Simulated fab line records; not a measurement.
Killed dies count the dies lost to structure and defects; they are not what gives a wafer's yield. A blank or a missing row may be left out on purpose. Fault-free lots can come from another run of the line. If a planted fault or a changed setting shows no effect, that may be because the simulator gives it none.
The tool behind it: which one? | flow nand_harc | Sampling: 13 lots, 38 wafers, 5 of 1302 route steps

== WHAT THE GAUGES SHOWED, per wafer ==
NHARC_THIN_TSV_CD_MEAS_12 targets a cd of 1000 nm. Usual: cd_nm reads 999.5 nm (standard deviation 1.6).
lot  | measured     | on        | cd_nm (nm)           | flag
L661 | day 25 02:20 | cd_sem-03 | 997.7 997.0 996.8    |
L662 | day 25 03:33 | cd_sem-03 | 997.2 997.5 997.6    |
L664 | day 25 04:45 | cd_sem-01 | 1000.7 1002.2 1001.3 |
L666 | day 26 00:25 | cd_sem-01 | 998.3                |
L667 | day 26 18:22 | cd_sem-02 | 995.1 996.7          |
L675 | day 30 18:14 | cd_sem-03 | 998.8 999.2 1000.2   |
L676 | day 30 11:17 | cd_sem-03 | 998.5 999.2 999.6    |
L678 | day 30 15:45 | cd_sem-03 | 999.7 1001.3 1000.5  |
L679 | day 32 02:33 | cd_sem-03 | 997.8 998.5 999.4    |
L680 | day 31 16:28 | cd_sem-02 | 998.0 1000.5 998.0   |
L682 | day 33 14:37 | cd_sem-01 | 1001.1 1001.8 1000.0 |
L683 | day 33 18:59 | cd_sem-03 | 998.3 1000.3 1000.6  |
L684 | day 33 13:20 | cd_sem-02 | 999.2 999.4 999.5    |

NHARC_END_SORT_01. Usual: defect_limited_yield is 90.7 % with standard deviation 3, killed_at_array is 58 with standard deviation 20, killed_at_other is 0.9 with standard deviation 1.4, killed_at_periphery is 4 with standard deviation 3.1, killed_dies is 63 with standard deviation 20, killed_open is 3.3 with standard deviation 1.8, and killed_short is 2.4 with standard deviation 1.5.
lot  | measured     | on        | defect_limited_yield (%) | killed_at_array | killed_at_other | killed_at_periphery | killed_dies | killed_open | killed_short | flag
L667 | day 27 10:08 | prober-02 | 94.8 0 94.4              | 34 43 36        | 1 2 1           | 0 632 1             | 35 677 38   | 4 5 5       | 3 7 2        | OFF
L675 | day 31 12:00 | prober-01 | 91.4 94.1 93.5           | 54 37 42        | 0 1 0           | 4 2 2               | 58 40 44    | 2 0 4       | 1 1 3        |

== TOOL THAT RAN EACH LOT (tool first, then ch and the chambers of the sampled wafers, then the start) ==
lot  | NHARC_P_M2_DEP_00               | NHARC_THIN_TSV_DESCUM_35           | NHARC_THIN_TSV_ETCH_36
L661 | pecvd-02 ch 0,1,2, day 6 16:51  | rie_diel-02 ch 0,3, day 25 08:17   | rie_metal-01 ch 0,1, day 25 08:42
L662 | pecvd-02 ch 0,2, day 7 09:03    | rie_diel-07 ch 0,3, day 25 09:42   | rie_metal-03 ch 0,1, day 25 10:06
L664 | pecvd-04 ch 0,1,2, day 7 14:30  | rie_diel-11 ch 0,1,2, day 25 10:54 | rie_metal-02 ch 0,1, day 25 11:17
L666 | pecvd-04 ch 0,1, day 8 10:36    | rie_diel-02 ch 3, day 26 06:28     | rie_metal-03 ch 0, day 26 06:52
L667 | pecvd-04 ch 0,1, day 8 18:10    | rie_diel-11 ch 2, day 27 00:27     | rie_metal-01 ch 0, day 27 00:50
L675 | pecvd-02 ch 0,1,2, day 12 11:38 | rie_diel-11 ch 0,1,2, day 31 00:19 | rie_metal-03 ch 0,1, day 31 00:42
L676 | pecvd-02 ch 1,2, day 12 12:35   | rie_diel-07 ch 1,2,3, day 30 17:40 | rie_metal-01 ch 0,1, day 30 18:02
L678 | pecvd-04 ch 0,2, day 13 03:20   | rie_diel-07 ch 0,1,3, day 30 22:05 | rie_metal-03 ch 0,1, day 30 22:29
L679 | pecvd-04 ch 0,1,2, day 14 12:19 | rie_diel-07 ch 2,3, day 32 09:00   | rie_metal-03 ch 0,1, day 32 09:25
L680 | pecvd-04 ch 0,1,2, day 14 12:53 | rie_diel-02 ch 1,2,3, day 31 22:24 | rie_metal-01 ch 0,1, day 31 22:46
L682 | pecvd-02 ch 0,1,2, day 15 07:00 | rie_diel-02 ch 2,3, day 33 20:49   | rie_metal-02 ch 0,1, day 33 21:11
L683 | pecvd-02 ch 0,2, day 15 16:32   | rie_diel-02 ch 0,1,3, day 34 01:01 | rie_metal-01 ch 0,1, day 34 01:23
L684 | pecvd-04 ch 0,1,2, day 16 00:38 | rie_diel-07 ch 0,1,2, day 33 19:32 | rie_metal-01 ch 0,1, day 33 19:56
- NHARC_P_M2_DEP_00: deposits SiOC, target thk 182.5 nm.
- NHARC_THIN_TSV_DESCUM_35: chemistry O2, time 3 s.
- NHARC_THIN_TSV_ETCH_36: etches the open film in Cl2/BCl3, target depth 65 nm, time 18.571 s.

== WHAT THE TOOLS THEMSELVES READ (means of the sampled wafers that have a number; where no wafer has one, the mark that the record gives instead) ==
NHARC_P_M2_DEP_00. Usual: rf_fwd_power_W 598.7 W, standard deviation 1.9; showerhead_vpp_V 1553 V, standard deviation 88.
lot  | tool     | rf_fwd_power_W (W) | showerhead_vpp_V (V) | flag
L661 | pecvd-02 | 598.4              | 1583                 |
L662 | pecvd-02 | 597.2              | 1579                 |
L664 | pecvd-04 | 599.6              | 1588                 |
L666 | pecvd-04 | 599.0              | 1613                 |
L667 | pecvd-04 | 600.3              | 1576                 |
L675 | pecvd-02 | 599.3              | 1590                 |
L676 | pecvd-02 | 597.9              | 1611                 |
L678 | pecvd-04 | 597.4              | 1635                 |
L679 | pecvd-04 | 598.3              | 1574                 |
L680 | pecvd-04 | 599.0              | 1569                 |
L682 | pecvd-02 | 598.2              | 1584                 |
L683 | pecvd-02 | 597.2              | 1570                 |
L684 | pecvd-04 | 599.5              | 1569                 |

NHARC_THIN_TSV_DESCUM_35. Usual: drypump_motor_current_A 5.8 A, standard deviation 0.43; oes_product_au 0.995 a.u., standard deviation 0.0085; rf_vpp_V 57.6 V, standard deviation 0.75; showerhead_plenum_p_Torr 1.87 Torr, standard deviation 0.056; throttle_valve_pct 11.311 %, standard deviation 0.0095.
lot  | tool        | drypump_motor_current_A (A) | oes_product_au (a.u.) | rf_vpp_V (V) | showerhead_plenum_p_Torr (Torr) | throttle_valve_pct (%) | flag
L661 | rie_diel-02 | 6.0                         | 0.998                 | 57.1         | 1.83                            | 11.310                 |
L662 | rie_diel-07 | 5.4                         | 0.998                 | 57.1         | 1.86                            | 11.317                 |
L664 | rie_diel-11 | 6.0                         | 1.003                 | 58.5         | 1.87                            | 11.306                 |
L666 | rie_diel-02 | 6.2                         | 0.997                 | 58.5         | 1.81                            | 11.299                 |
L667 | rie_diel-11 | 6.4                         | 0.995                 | 57.5         | 1.79                            | 11.322                 |
L675 | rie_diel-11 | 6.0                         | 0.999                 | 57.8         | 1.87                            | 11.319                 |
L676 | rie_diel-07 | 5.7                         | 0.994                 | 58.0         | 1.89                            | 11.312                 |
L678 | rie_diel-07 | 5.8                         | 1.002                 | 57.8         | 1.87                            | 11.310                 |
L679 | rie_diel-07 | 5.4                         | 0.986                 | 58.2         | 1.90                            | 11.319                 |
L680 | rie_diel-02 | 5.8                         | 0.999                 | 57.9         | 1.87                            | 11.302                 |
L682 | rie_diel-02 | 6.2                         | 1.006                 | 57.5         | 1.81                            | 11.311                 |
L683 | rie_diel-02 | 5.6                         | 0.988                 | 57.1         | 1.88                            | 11.316                 |
L684 | rie_diel-07 | 5.9                         | 1.003                 | 58.0         | 1.89                            | 11.312                 |

NHARC_THIN_TSV_ETCH_36. Usual: drypump_motor_current_A 5.7 A, standard deviation 0.44; oes_product_au 1.001 a.u., standard deviation 0.0072.
lot  | tool         | drypump_motor_current_A (A) | oes_product_au (a.u.) | flag
L661 | rie_metal-01 | 5.4                         | 1.002                 |
L662 | rie_metal-03 | 6.0                         | 1.001                 |
L664 | rie_metal-02 | 5.5                         | 0.995                 |
L666 | rie_metal-03 | 6.4                         | 0.979                 | OFF
L667 | rie_metal-01 | 5.2                         | 1.000                 |
L675 | rie_metal-03 | 5.9                         | 1.009                 |
L676 | rie_metal-01 | 5.7                         | 1.015                 |
L678 | rie_metal-03 | 6.0                         | 1.005                 |
L679 | rie_metal-03 | 5.9                         | 1.002                 |
L680 | rie_metal-01 | 5.7                         | 0.996                 |
L682 | rie_metal-02 | 5.5                         | 0.993                 |
L683 | rie_metal-01 | 5.7                         | 1.004                 |
L684 | rie_metal-01 | 5.7                         | 1.006                 |

== THE ANSWER, worked out from the rows above alone ==
Rule: a lot counts as off when the mean over its wafers that have a number is more than 3 standard deviations away from the usual mean. A lot without any number at a reading at which 4 lots or more have one is off too. The other lots that the step has rows for count as sound. The gauges are gone through in route order, then the tools' own readings, and for those a lot's mean is taken as printed above. At the first step where some lot is off, the reading lying furthest off is the one used; lots without a number count as furthest.
Off at NHARC_END_SORT_01 (killed_at_periphery): L667. Neither off nor sound, because the step has no rows for them: L661, L662, L664, L666, L676, L678, L679, L680, L682, L683, L684.
A tool fits if, at a process step before that reading, it ran every lot that is off, and no sound lot after the first of them. Gauges at NHARC_END_SORT_01: tried the same way as those tools. Can't be told from this: 3 tools fit, pecvd-04 at NHARC_P_M2_DEP_00, rie_metal-01 at NHARC_THIN_TSV_ETCH_36, prober-02 at NHARC_END_SORT_01.

== WHAT HAD BEEN PUT IN BY THE SIMULATOR ==
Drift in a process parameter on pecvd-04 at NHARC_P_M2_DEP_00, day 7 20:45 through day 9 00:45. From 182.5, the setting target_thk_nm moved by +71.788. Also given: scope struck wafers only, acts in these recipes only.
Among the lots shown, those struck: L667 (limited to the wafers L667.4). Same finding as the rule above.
